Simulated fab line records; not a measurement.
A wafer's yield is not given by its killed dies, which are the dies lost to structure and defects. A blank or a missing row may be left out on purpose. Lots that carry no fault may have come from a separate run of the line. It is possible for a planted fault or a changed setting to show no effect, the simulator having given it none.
fab line records | flow nandHarc
record lots=11 | wafers=33 | lastDay=34
route steps=1302 shown P_ZERO_WELL@56 P_STI@84 P_GATE@144 END@1302
lots that met no fault: taken from a fault-free run of the same line
startH: start of the lot's first displayed wafer, in hours after the record's first day | waitH: how many hours have passed since the lot's step before this one | " the same as in the row above | L1.1+2: a row that stands for several wafers | - either no value or no given start | * or withheld: withheld | < > ~ a bound
route shown NAME@n: NAME is a module with steps in the file, n the number in the route of the first one | usual: mean and standard deviation over wafers with no fault | same: alike in all rows | chamber/n: place in a boat | sites: per-site readings | _std_site: the standard deviation of these | _edge_site: outer sites' mean less inner sites' | radiusMm: how far each site lies from the wafer's centre | mask NAME#n: copy n | behind: the most recent tool/chamber to have shaped the wafer | hold: the reason the lot was held/the length of the hold in hours/how it ended | device: the n, p or np transistor that did not switch | end of line: the tests these same wafers got at the end of their route | where a step has no rows: the recipe by itself | killed: dies that structure and defects cost at the first sort, which is not the same as the wafer's yield | map: the dies of a wafer, with x for killed, . for not killed, _ for no die there
set.NAME: setting as actually run; set.NAME@STEP: the setting as run at that earlier step | model.NAME: the simulator's own value behind a step, which no gauge read
the route's steps for a sample of lots (tables are steps, rows are wafers)
services: a tool's chamber out of use, with start hour (startH, from the record's first day; less than 0 if before it), hours out, and reason
## steps
# step NHARC_P_ZERO_WELL_EXPOSE_49
# recipe na=0.6 | targetCdNm=2000 | doseMj=22.64 | maskId=P_HVPW
# usual exposureDoseMJCm2=22.637/0.02 | focusOffsetNm=0.0/0.5 | na=0.6/0
lot.wafer | tool          | chamber | startH | waitH | mask     | exposureDoseMJCm2 | focusOffsetNm | na
L710.2    | krfScanner-02 | 0       | 25.40  | -     | P_HVPW#0 | 22.624            | 0.0           | 0.6
L710.3    | "             | 0       | "      | "     | P_HVPW#0 | 22.630            | -0.3          | 0.6
L710.4    | "             | 0       | "      | "     | P_HVPW#0 | 22.640            | -0.3          | 0.6
L712.2    | krfScanner-04 | 0       | 45.71  | -     | P_HVPW#0 | 22.657            | 0.1           | 0.6
L712.3    | "             | 0       | "      | "     | P_HVPW#0 | 22.640            | -0.8          | 0.6
L712.6    | "             | 0       | "      | "     | P_HVPW#0 | 22.687            | -0.4          | 0.6
L717.2    | krfScanner-04 | -       | 95.54  | -     | P_HVPW#0 | -                 | -             | -
L717.3    | "             | -       | "      | "     | P_HVPW#0 | -                 | -             | -
L717.6    | "             | -       | "      | "     | P_HVPW#0 | -                 | -             | -
L718.1    | krfScanner-04 | -       | 105.59 | -     | P_HVPW#0 | -                 | -             | -
L718.5    | "             | -       | "      | "     | P_HVPW#0 | -                 | -             | -
L718.6    | "             | -       | "      | "     | P_HVPW#0 | -                 | -             | -
L724.2    | krfScanner-01 | 0       | 165.69 | -     | P_HVPW#0 | 22.617            | 0.5           | 0.6
L724.3    | "             | 0       | "      | "     | P_HVPW#0 | 22.660            | -0.4          | 0.6
L724.5    | "             | 0       | "      | "     | P_HVPW#0 | 22.631            | -0.4          | 0.6
L725.2    | krfScanner-04 | 0       | 176.32 | -     | P_HVPW#0 | 22.618            | 0.0           | 0.6
L725.3    | "             | 0       | "      | "     | P_HVPW#0 | 22.665            | -0.3          | 0.6
L725.4    | "             | 0       | "      | "     | P_HVPW#0 | 22.634            | -0.1          | 0.6
L726.1    | krfScanner-01 | 0       | 185.64 | -     | P_HVPW#0 | 22.634            | 0.5           | 0.6
L726.2    | "             | 0       | "      | "     | P_HVPW#0 | 22.616            | 0.3           | 0.6
L726.3    | "             | 0       | "      | "     | P_HVPW#0 | 22.649            | 0.1           | 0.6
L727.2    | krfScanner-04 | 0       | 195.72 | -     | P_HVPW#0 | 22.669            | 0.0           | 0.6
L727.4    | "             | 0       | "      | "     | P_HVPW#0 | 22.652            | -0.1          | 0.6
L727.5    | "             | 0       | "      | "     | P_HVPW#0 | 22.658            | -1.2          | 0.6
L730.1    | krfScanner-04 | 0       | 225.46 | -     | P_HVPW#0 | 22.633            | 0.0           | 0.6
L730.2    | "             | 0       | "      | "     | P_HVPW#0 | 22.638            | -1.2          | 0.6
L730.4    | "             | 0       | "      | "     | P_HVPW#0 | 22.635            | -0.9          | 0.6
L732.2    | krfScanner-01 | 0       | 245.65 | -     | P_HVPW#0 | 22.648            | 0.2           | 0.6
L732.4    | "             | 0       | "      | "     | P_HVPW#0 | 22.611            | -0.2          | 0.6
L732.6    | "             | 0       | "      | "     | P_HVPW#0 | 22.648            | 0.4           | 0.6
L733.2    | krfScanner-01 | 0       | 255.58 | -     | P_HVPW#0 | 22.650            | -0.1          | 0.6
L733.4    | "             | 0       | "      | "     | P_HVPW#0 | 22.638            | 0.4           | 0.6
L733.6    | "             | 0       | "      | "     | P_HVPW#0 | 22.667            | 0.0           | 0.6
# step NHARC_P_ZERO_WELL_CD_MEAS_52
# recipe targetCdNm=2000 | landingEnergyEv=500
# usual cdNm=2000.2/1.3
lot.wafer | tool     | chamber | startH | waitH | cdNm
L710.2    | cdSem-02 | 0       | 25.56  | -     | 2002.2
L710.3    | "        | 0       | "      | "     | 2002.1
L710.4    | "        | 0       | "      | "     | 2001.6
L712.2    | cdSem-03 | 0       | 45.87  | -     | 1998.6
L712.3    | "        | 0       | "      | "     | 1997.1
L712.6    | "        | 0       | "      | "     | 1998.9
L717.2    | cdSem-02 | 0       | 95.70  | -     | -
L717.3    | "        | 0       | "      | "     | -
L717.6    | "        | 0       | "      | "     | -
L718.1    | cdSem-03 | 0       | 105.75 | -     | -
L718.5    | "        | 0       | "      | "     | -
L718.6    | "        | 0       | "      | "     | -
L724.2    | cdSem-01 | 0       | 165.84 | -     | 2002.4
L724.3    | "        | 0       | "      | "     | 2001.8
L724.5    | "        | 0       | "      | "     | 2002.8
L725.2    | cdSem-01 | 0       | 176.47 | -     | 2001.7
L725.3    | "        | 0       | "      | "     | 2001.4
L725.4    | "        | 0       | "      | "     | 1999.7
L726.1    | cdSem-03 | 0       | 185.79 | -     | 2000.5
L726.2    | "        | 0       | "      | "     | 2000.2
L726.3    | "        | 0       | "      | "     | 1999.4
L727.2    | cdSem-03 | 0       | 195.87 | -     | 2000.7
L727.4    | "        | 0       | "      | "     | 1998.1
L727.5    | "        | 0       | "      | "     | 1998.1
L730.1    | cdSem-01 | 0       | 225.62 | -     | 1998.1
L730.2    | "        | 0       | "      | "     | 1999.1
L730.4    | "        | 0       | "      | "     | 1998.2
L732.2    | cdSem-01 | 0       | 245.81 | -     | 1998.3
L732.4    | "        | 0       | "      | "     | 2000.7
L732.6    | "        | 0       | "      | "     | 2000.8
L733.2    | cdSem-03 | 0       | 255.73 | -     | 1999.4
L733.4    | "        | 0       | "      | "     | 1997.7
L733.6    | "        | 0       | "      | "     | 1999.4
# step NHARC_P_ZERO_WELL_INSPECT_43
# usual rawDefectCount=12/6.2
lot.wafer | tool             | chamber | startH | waitH | rawDefectCount
L710.2    | defectInspect-01 | -       | 27.35  | 0.5   | 5
L710.3    | "                | -       | "      | "     | 6
L710.4    | "                | -       | "      | "     | 18
L712.2    | defectInspect-01 | -       | 47.69  | 0.5   | 7
L712.3    | "                | -       | "      | "     | 4
L712.6    | "                | -       | "      | "     | 12
L717.2    | defectInspect-02 | -       | 97.53  | 0.5   | 1099
L717.3    | "                | -       | "      | "     | 1107
L717.6    | "                | -       | "      | "     | 1151
L718.1    | defectInspect-02 | -       | 107.56 | 0.6   | 1078
L718.5    | "                | -       | "      | "     | 1093
L718.6    | "                | -       | "      | "     | 1058
L724.2    | defectInspect-01 | -       | 167.74 | 0.5   | 10
L724.3    | "                | -       | "      | "     | 10
L724.5    | "                | -       | "      | "     | 10
L725.2    | defectInspect-01 | -       | 178.29 | 0.5   | 9
L725.3    | "                | -       | "      | "     | 8
L725.4    | "                | -       | "      | "     | 10
L726.1    | defectInspect-01 | -       | 187.66 | 0.6   | 35
L726.2    | "                | -       | "      | "     | 10
L726.3    | "                | -       | "      | "     | 17
L727.2    | defectInspect-01 | -       | 197.69 | 0.5   | 10
L727.4    | "                | -       | "      | "     | 12
L727.5    | "                | -       | "      | "     | 18
L730.1    | defectInspect-01 | -       | 227.44 | 0.6   | 25
L730.2    | "                | -       | "      | "     | 19
L730.4    | "                | -       | "      | "     | 17
L732.2    | defectInspect-01 | -       | 247.64 | 0.5   | 13
L732.4    | "                | -       | "      | "     | 10
L732.6    | "                | -       | "      | "     | 18
L733.2    | defectInspect-01 | -       | 257.53 | 0.5   | 4
L733.4    | "                | -       | "      | "     | 14
L733.6    | "                | -       | "      | "     | 10
# step NHARC_P_STI_OVL_MEAS_10
# usual overlayXNm=0/6.7 | overlayYNm=-1/4.9
lot.wafer | tool       | chamber | startH | waitH | overlayXNm | overlayYNm
L710.2    | overlay-02 | -       | 46.98  | -     | 1          | -4
L710.3    | "          | -       | "      | "     | 1          | -4
L710.4    | "          | -       | "      | "     | 1          | -4
L712.2    | overlay-01 | -       | 64.89  | -     | -11        | 5
L712.3    | "          | -       | "      | "     | -12        | 6
L712.6    | "          | -       | "      | "     | -11        | 6
L724.2    | overlay-01 | -       | 185.31 | -     | 1          | -2
L724.3    | "          | -       | "      | "     | 2          | -2
L724.5    | "          | -       | "      | "     | 1          | -2
L725.2    | overlay-01 | -       | 194.19 | -     | 5          | 3
L725.3    | "          | -       | "      | "     | 5          | 3
L725.4    | "          | -       | "      | "     | 5          | 3
L726.1    | overlay-02 | -       | 202.83 | -     | -6         | -7
L726.2    | "          | -       | "      | "     | -5         | -6
L726.3    | "          | -       | "      | "     | -6         | -7
L727.2    | overlay-02 | -       | 214.10 | -     | -5         | -5
L727.4    | "          | -       | "      | "     | -5         | -5
L727.5    | "          | -       | "      | "     | -5         | -6
L730.1    | overlay-02 | -       | 247.31 | -     | -19        | -1
L730.2    | "          | -       | "      | "     | -19        | -1
L730.4    | "          | -       | "      | "     | -19        | -1
L732.2    | overlay-02 | -       | 262.29 | -     | 4          | 2
L732.4    | "          | -       | "      | "     | 4          | 3
L732.6    | "          | -       | "      | "     | 3          | 3
L733.2    | overlay-01 | -       | 272.23 | -     | -8         | 1
L733.4    | "          | -       | "      | "     | -8         | 1
L733.6    | "          | -       | "      | "     | -8         | 1
# step NHARC_P_STI_DESCUM_14
# recipe timeS=3 | o2FlowSccm=200 | arFlowSccm=0 | biasPowerW=0 | chemistry=O2
# usual drypumpMotorCurrentA=5.5/0.32 | oesProductAu=1.002/0.0079 | rfVppV=57.7/0.89 | showerheadPlenumPTorr=1.91/0.098 | throttleValvePct=11.311/0.0086
lot.wafer | tool       | chamber | startH | waitH | drypumpMotorCurrentA | oesProductAu | rfHoursCounterH | rfVppV | showerheadPlenumPTorr | throttleValvePct
L710.4    | rieDiel-01 | 0       | 47.16  | -     | 5.6                  | 0.990        | 1               | 57.8   | 2.06                  | 11.294
L710.3    | "          | 1       | "      | "     | 5.4                  | 1.004        | 1               | 57.5   | 1.93                  | 11.303
L710.2    | "          | 2       | "      | "     | 5.7                  | 0.999        | 1               | 58.3   | 1.99                  | 11.320
L712.2    | rieDiel-01 | 3       | 65.07  | -     | 5.3                  | 1.011        | 2               | 57.6   | 1.79                  | 11.302
L712.3    | "          | 0       | "      | "     | 5.6                  | 1.006        | 2               | 57.6   | 2.06                  | 11.317
L712.6    | "          | 1       | "      | "     | 5.4                  | 1.012        | -               | 58.0   | 1.93                  | 11.309
L724.2    | rieDiel-01 | 1       | 185.49 | -     | 5.4                  | 1.002        | 13              | 59.7   | 1.93                  | 11.305
L724.3    | "          | 3       | "      | "     | 5.3                  | 1.000        | 14              | 57.8   | 1.79                  | 11.315
L724.5    | "          | 1       | "      | "     | 5.3                  | 1.008        | -               | 57.7   | 1.93                  | 11.322
L725.3    | rieDiel-01 | 1       | 194.36 | -     | 5.3                  | 1.015        | 13              | 58.6   | 1.93                  | 11.315
L725.4    | "          | 3       | "      | "     | 5.3                  | 1.014        | 14              | 57.8   | 1.79                  | 11.305
L725.2    | "          | 0       | "      | "     | 5.6                  | 0.999        | 14              | 57.3   | 2.06                  | 11.304
L726.3    | rieDiel-01 | 1       | 203.00 | -     | 5.3                  | 1.005        | 14              | 56.9   | 1.93                  | 11.317
L726.2    | "          | 2       | "      | "     | 5.6                  | 1.008        | 15              | 57.5   | 1.99                  | 11.305
L726.1    | "          | 0       | "      | "     | 5.6                  | 1.002        | 15              | 58.6   | 2.05                  | 11.322
L727.2    | rieDiel-01 | 1       | 214.27 | -     | 5.4                  | 1.016        | 0               | 57.8   | 1.93                  | 11.318
L727.4    | "          | 2       | "      | "     | 5.6                  | 1.005        | 0               | 57.9   | 1.99                  | 11.308
L727.5    | "          | 2       | "      | "     | 5.7                  | 1.000        | -               | 57.4   | 1.99                  | 11.299
L730.4    | rieDiel-11 | 0       | 247.48 | -     | 5.3                  | 1.003        | 8               | 57.6   | 1.86                  | 11.308
L730.2    | "          | 1       | "      | "     | 5.8                  | 1.012        | 8               | 57.7   | 2.07                  | 11.314
L730.1    | "          | 2       | "      | "     | 5.7                  | 1.005        | 8               | 56.3   | 1.82                  | 11.320
L732.4    | rieDiel-01 | 1       | 262.48 | -     | 5.3                  | 0.993        | 4               | 56.9   | 1.93                  | 11.307
L732.2    | "          | 2       | "      | "     | 5.7                  | 1.006        | 4               | 58.1   | 1.98                  | 11.324
L732.6    | "          | 3       | "      | "     | 5.3                  | 0.991        | -               | 57.6   | 1.79                  | 11.307
L733.2    | rieDiel-03 | 1       | 272.41 | -     | 6.2                  | 0.978        | 11              | 58.2   | 1.78                  | 11.303
L733.6    | "          | 0       | "      | "     | 5.0                  | 0.993        | -               | 58.4   | 1.84                  | 11.315
L733.4    | "          | 2       | "      | "     | 6.0                  | 0.981        | -               | 58.2   | 1.82                  | 11.308
# step NHARC_P_GATE_DESCUM_31
# recipe timeS=3 | o2FlowSccm=200 | arFlowSccm=0 | biasPowerW=0 | chemistry=O2
# usual drypumpMotorCurrentA=5.7/0.43 | oesProductAu=0.998/0.0079 | rfVppV=57.7/0.97 | showerheadPlenumPTorr=1.92/0.068 | throttleValvePct=11.311/0.0092
lot.wafer | tool       | chamber | startH | waitH | drypumpMotorCurrentA | oesProductAu | rfHoursCounterH | rfVppV | showerheadPlenumPTorr | throttleValvePct
L710.2    | rieDiel-06 | 1       | 104.96 | 0.1   | 6.0                  | 0.989        | 8               | 57.3   | 1.95                  | 11.302
L710.4    | "          | 2       | "      | "     | 5.8                  | 0.991        | 9               | 59.3   | 1.96                  | 11.306
L710.3    | "          | 3       | "      | "     | 5.9                  | 0.992        | 10              | 58.3   | 1.99                  | 11.297
L712.3    | rieDiel-06 | 3       | 116.33 | 0.1   | 6.0                  | 0.994        | 11              | 57.8   | 1.99                  | 11.302
L712.2    | "          | 1       | "      | "     | 6.0                  | 0.997        | 9               | 58.8   | 1.95                  | 11.329
L712.6    | "          | 2       | "      | "     | 5.8                  | 0.996        | -               | 58.9   | 1.96                  | 11.315
L725.2    | rieDiel-06 | 0       | 239.34 | 0.1   | 4.7                  | 1.005        | 4               | 58.5   | 1.87                  | 11.327
L725.3    | "          | 2       | "      | "     | 5.8                  | 0.998        | 3               | 59.5   | 1.96                  | 11.302
L725.4    | "          | 3       | "      | "     | 6.0                  | 1.025        | 5               | 59.3   | 1.99                  | 11.317
L724.3    | rieDiel-06 | 0       | 239.69 | 0.1   | 4.7                  | 0.999        | 5               | 57.6   | 1.87                  | 11.297
L724.2    | "          | 2       | "      | "     | 5.8                  | 1.002        | 4               | 57.7   | 1.96                  | 11.310
L724.5    | "          | 1       | "      | "     | 6.0                  | 1.006        | -               | 57.3   | 1.95                  | 11.293
L726.1    | rieDiel-08 | 0       | 260.22 | 0.1   | 5.9                  | 0.995        | 5               | 58.7   | 2.04                  | 11.299
L726.3    | "          | 1       | "      | "     | 5.5                  | 1.001        | 4               | 56.8   | 1.85                  | 11.308
L726.2    | "          | 3       | "      | "     | 6.1                  | 0.991        | 4               | 57.7   | 1.93                  | 11.304
L727.4    | rieDiel-08 | 1       | 264.07 | 0.1   | 5.5                  | 0.992        | 4               | 56.6   | 1.85                  | 11.309
L727.2    | "          | 2       | "      | "     | 5.4                  | 1.007        | 4               | 56.6   | 1.82                  | 11.308
L727.5    | "          | 0       | "      | "     | 5.8                  | 0.999        | -               | 58.2   | 2.04                  | 11.304
L730.1    | rieDiel-04 | 1       | 298.26 | 0.1   | 6.2                  | 0.996        | 6               | 57.1   | 1.89                  | 11.317
L730.2    | "          | 2       | "      | "     | 5.6                  | 0.996        | 6               | 58.0   | 1.97                  | 11.322
L730.4    | "          | 0       | "      | "     | 5.8                  | 1.000        | 7               | 57.2   | 1.82                  | 11.303
L732.4    | rieDiel-08 | 3       | 309.91 | 0.1   | 6.1                  | 1.002        | 8               | 56.5   | 1.93                  | 11.306
L732.2    | "          | 1       | "      | "     | 5.5                  | 0.997        | 7               | 57.4   | 1.85                  | 11.311
L732.6    | "          | 2       | "      | "     | 5.4                  | 1.009        | -               | 56.5   | 1.82                  | 11.303
L733.2    | rieDiel-06 | 0       | 324.06 | 0.1   | 4.7                  | 1.002        | 0               | 56.7   | 1.87                  | 11.319
L733.4    | "          | 2       | "      | "     | 5.8                  | 1.010        | 0               | 58.3   | 1.96                  | 11.301
L733.6    | "          | 1       | "      | "     | 6.1                  | 1.009        | -               | 58.2   | 1.95                  | 11.306
# step NHARC_END_SORT_01
# recipe tempC=25
# usual killedAtArray=56/21 | killedAtOther=1.2/1.6 | killedAtPeriphery=3.7/2.5 | killedDies=61/21 | killedOpen=3.1/1.8 | killedShort=2.8/1.7
# same grossDies=677
lot.wafer | tool      | chamber | startH | waitH | killedAtArray | killedAtOther | killedAtPeriphery | killedDies | killedOpen | killedShort
L717.2    | prober-02 | 0       | 634.88 | 2.7   | 69            | 1             | 607               | 677        | 1          | 3
L717.3    | prober-02 | 0       | 635.69 | 3.1   | 81            | 6             | 590               | 677        | 5          | 2
L717.6    | prober-02 | 0       | 638.09 | 4.0   | 65            | 4             | 608               | 677        | 5          | 2
L718.1    | prober-02 | 0       | 652.64 | 2.5   | 52            | 4             | 621               | 677        | 7          | 0
L718.5    | prober-02 | 0       | 655.86 | 3.7   | 57            | 0             | 620               | 677        | 2          | 2
L718.6    | prober-02 | 0       | 656.66 | 4.0   | 68            | 1             | 608               | 677        | 3          | 4
# killed by level:class
L717.2 P_ZERO_WELL:areaExpose=601 A_SLIT:chamberFilmFlake=25 A_CHANNEL_HOLE_D2:chamberFilmFlake=24 A_CONTACT:chamberFilmFlake=8 A_CHANNEL_HOLE_D1:chamberFilmFlake=7 P_M0:geometricParticle:short=2 P_GATE:chamberFilmFlake=2 A_STAIRCASE:chamberFilmFlake=2
L717.3 P_ZERO_WELL:areaExpose=586 A_CHANNEL_HOLE_D2:chamberFilmFlake=30 A_SLIT:chamberFilmFlake=28 A_CONTACT:chamberFilmFlake=8 THIN_TSV:chamberFilmFlake=6 A_STAIRCASE:chamberFilmFlake=4 A_CHANNEL_FILL_D1:chamberFilmFlake=3 P_GATE:chamberFilmFlake=2
L717.6 P_ZERO_WELL:areaExpose=606 A_SLIT:chamberFilmFlake=25 A_CHANNEL_HOLE_D2:chamberFilmFlake=24 A_CONTACT:chamberFilmFlake=5 THIN_TSV:chamberFilmFlake=4 A_CHANNEL_HOLE_D1:chamberFilmFlake=2 P_M0:geometricParticle:open=1 A_ONON_D1:geometricParticle:open=1
L718.1 P_ZERO_WELL:areaExpose=617 A_CHANNEL_HOLE_D1:chamberFilmFlake=25 A_CHANNEL_HOLE_D2:chamberFilmFlake=11 A_CONTACT:chamberFilmFlake=6 A_SLIT:chamberFilmFlake=3 THIN_TSV:chamberFilmFlake=3 A_M1:geometricParticle:open=2 P_CONTACT:geometricParticle:open=1
L718.5 P_ZERO_WELL:areaExpose=617 A_CHANNEL_HOLE_D1:chamberFilmFlake=28 A_CHANNEL_HOLE_D2:chamberFilmFlake=14 A_CONTACT:chamberFilmFlake=8 A_M1:chamberFilmFlake=2 P_GATE:geometricParticle:short=1 A_CHANNEL_FILL_D1:geometricParticle:short=1 A_SGD_CUT:geometricParticle:open=1
L718.6 P_ZERO_WELL:areaExpose=607 A_CHANNEL_HOLE_D1:chamberFilmFlake=34 A_CHANNEL_HOLE_D2:chamberFilmFlake=15 A_CONTACT:chamberFilmFlake=11 P_M0:geometricParticle:open=1 A_ONON_D1:geometricParticle:short=1 A_CHANNEL_FILL_D1:geometricParticle:open=1 A_DECK1_JOINT:geometricParticle:open=1
## services
tool          | chamber | startH | hours | kind
krfScanner-04 | -       | 10.00  | 4.0   | pm
rieDiel-08    | -       | 14.47  | 9.0   | pm
rieDiel-01    | -       | 27.03  | 9.0   | pm
rieDiel-06    | -       | 43.07  | 0.2   | repair
krfScanner-01 | -       | 71.06  | 26.3  | repair
rieDiel-06    | 1       | 73.50  | 4.4   | repair
krfScanner-04 | -       | 90.60  | 0.4   | repair
krfScanner-01 | -       | 119.82 | 10.2  | repair
krfScanner-04 | -       | 124.66 | 0.7   | repair
rieDiel-06    | -       | 130.20 | 9.0   | pm
krfScanner-01 | -       | 140.00 | 4.0   | pm
rieDiel-08    | 0       | 147.02 | 23.0  | repair
rieDiel-06    | 2       | 166.11 | 20.1  | repair
rieDiel-08    | 3       | 175.05 | 12.2  | repair
krfScanner-04 | -       | 182.00 | 4.0   | pm
rieDiel-06    | 1       | 185.32 | 13.0  | repair
krfScanner-04 | -       | 192.92 | 1.1   | repair
rieDiel-01    | 1       | 195.74 | 3.0   | repair
rieDiel-01    | 3       | 201.20 | 7.4   | repair
rieDiel-01    | -       | 204.03 | 9.0   | pm
krfScanner-01 | -       | 250.61 | 0.7   | repair
rieDiel-06    | 1       | 294.07 | 1.2   | repair
rieDiel-06    | -       | 307.20 | 9.0   | pm
krfScanner-01 | -       | 312.00 | 4.0   | pm
## key
firstSign step=NHARC_P_ZERO_WELL_EXPOSE_49 | reading=toolRecord | direction=missing
effect step=NHARC_P_ZERO_WELL_CD_MEAS_52 | reading=cdNm | direction=missing
effect step=NHARC_P_ZERO_WELL_INSPECT_43 | reading=rawDefectCount | direction=up | sigmas=99+ | usual=12 | struck=1098
effect step=NHARC_END_SORT_01 | reading=killedAtPeriphery | direction=up | sigmas=99+ | usual=3.7 | struck=609
moreKillsBornAt NHARC_P_ZERO_WELL_EXPOSE_49@krfScanner-04=3634
metAt NHARC_P_ZERO_WELL_EXPOSE_49
struckLots L717,L718
laterRowsLeftOut L717.2,L717.3,L717.6,L718.1,L718.5,L718.6
testerLeftOut L717,L718
notActingAt NHARC_P_STI_OVL_MEAS_10,NHARC_P_STI_DESCUM_14,NHARC_P_GATE_DESCUM_31
onsetBetween 45.71 95.54
fault kind=skippedStepWhole | tool=krfScanner-04 | chamber=- | onsetH=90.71 | steps=NHARC_P_ZERO_WELL_EXPOSE_49 | scope=struckLotsOnly
# testerLeftOut: of these lots the tester's yield and bins aren't shown, on N5 and GAA mostly nor the transistor test; their killed dies are dies lost to structure and defects alone, not to doping, threshold or leakage, so they don't give the yield
# laterRowsLeftOut: the simulator's readings of these wafers behind a module that went badly wrong aren't trusted and aren't shown, but for the sort
